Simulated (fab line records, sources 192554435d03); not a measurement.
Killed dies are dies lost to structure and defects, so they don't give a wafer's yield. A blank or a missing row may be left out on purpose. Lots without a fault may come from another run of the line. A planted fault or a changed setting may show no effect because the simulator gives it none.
Which tool did it? | flow n5_finfet | 24 lots, 72 wafers sampled, at 1 step of a route of 1938

WHAT THE GAUGES READ, wafer by wafer
N5_BEOL_M4_CD_MEAS_11: target cd 16.79 nm.
lot  | measured     | on        | cd_nm (nm)
L074 | day 7 13:21  | cd_sem-03 | 16.68 16.43 16.47
L075 | day 7 17:20  | cd_sem-02 | 17.04 16.86 17.12
L076 | day 8 04:50  | cd_sem-01 | 16.76 16.04 17.10
L078 | day 8 16:03  | cd_sem-03 | 16.62 16.75 16.20
L077 | day 8 17:00  | cd_sem-02 | 16.78 17.07 16.63
L079 | day 9 01:59  | cd_sem-01 | 16.81 16.65 16.69
L080 | day 9 07:50  | cd_sem-01 | 16.50 17.13 16.26
L081 | day 9 11:02  | cd_sem-02 | 16.70 16.76 16.92
L084 | day 9 15:35  | cd_sem-03 | 16.86 16.93 16.97
L082 | day 9 20:26  | cd_sem-01 | 17.17 17.20 16.61
L083 | day 10 02:43 | cd_sem-02 | 16.77 16.60 16.67
L085 | day 10 10:30 | cd_sem-02 | 16.79 16.88 16.67
L086 | day 10 13:19 | cd_sem-03 | 17.00 16.90 16.98
L087 | day 11 01:45 | cd_sem-01 | 16.78 16.82 16.70
L088 | day 11 05:18 | cd_sem-02 | 16.45 16.71 17.25
L089 | day 11 07:33 | cd_sem-03 | 17.04 17.18 16.63
L090 | day 11 09:48 | cd_sem-02 | 16.77 16.71 16.55
L091 | day 11 20:34 | cd_sem-01 | 16.83 16.49 16.88
L092 | day 12 04:14 | cd_sem-02 | 16.94 16.77 16.67
L095 | day 12 15:28 | cd_sem-01 | 17.23 16.64 16.52
L093 | day 12 18:45 | cd_sem-02 | 16.78 16.51 17.05
L094 | day 12 21:45 | cd_sem-02 | 16.93 16.68 16.83
L096 | day 13 02:31 | cd_sem-02 | 16.70 17.02 17.02
L097 | day 13 09:22 | cd_sem-01 | 16.46 16.72 16.87

WHICH TOOL RAN EACH LOT (tool, then ch and the chambers of the sampled wafers, then the start)
The record holds no process step before these readings.

WHAT THE TOOLS THEMSELVES READ (means of the sampled wafers that have a number; where no wafer has one, the mark that the record gives instead)
The record holds no such reading with a usual standard deviation.

THE ANSWER, worked out from the rows above alone
Rule: what is usual is taken from the lots themselves. Put in order of their means at a reading, lots are off if they are a third of the lots or fewer, leave a main group of 4 or more, and stand apart from it by a gap of 3 or more times the standard deviation of the main group's means; of several such gaps the widest counts. A main group whose means are all the same, to the digits that the tables above print for the reading, isn't used. A lot without any number at a reading at which 4 lots or more have one is off too. The other lots that the step has rows for count as sound. The gauges are gone through in route order, then the tools' own readings, and for those a lot's mean is taken as printed above. The first step at which some lot is off is used, and at that step the reading that is off furthest; a lot without a number counts as furthest.
No lot is off at any reading shown: from this, nothing can be told.

WHAT THE SIMULATOR HAD PUT IN
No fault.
